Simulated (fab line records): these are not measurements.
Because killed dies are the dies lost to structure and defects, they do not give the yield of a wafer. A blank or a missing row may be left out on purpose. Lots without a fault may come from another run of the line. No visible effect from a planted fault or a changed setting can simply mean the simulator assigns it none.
Matching of chambers ; flow nandHarc ; NHARC_A_CONTACT_DEP_85 on pecvd-03 has 3 sister chambers
The step deposits SiON, target thk 60 nm. 3 wafers are shown with their chamber, then 8 later ones without.

== WAFERS WITH THEIR CHAMBER ==
wafer;chamber;showerheadVppV (V)
L074.2;2;1169
L086.4;1;1209
L087.1;0;1142

== WAFERS WITH NO CHAMBER GIVEN ==
wafer;showerheadVppV (V)
L087.2;1227
L087.5;1221
L088.1;1164
L088.3;1144
L088.4;1146
L091.4;1240
L091.5;1176
L091.6;1154

== THE CHAMBER EACH PASSED THROUGH ==
wafer;from the rows above;in truth
L087.2;1;1
L087.5;1;1
L088.1;can't be placed: 2 or 0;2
L088.3;can't be placed: 0 or 2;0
L088.4;can't be placed: 0 or 2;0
L091.4;1;1
L091.5;can't be placed: 2 or 1 or 0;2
L091.6;can't be placed: 0 or 2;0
Correct placement for 3 of the 8. Unplaceable from these rows: 5, with the true chamber sitting among the candidates in 5. Wrongly placed: 0.
How it was worked out, from the rows above alone: a wafer's distance from a chamber is the root of the sum, over the readings, of the square of ((its reading less the chamber's mean) divided by the reading's scatter). If the next closest chamber is less than 2 further off than the closest, the wafer can't be placed; otherwise it belongs to the closest. Each chamber's mean is taken over the wafers shown for it. The scatter: root of mean squared gap, hidden wafer to nearest shown wafer, with one shown wafer a chamber.
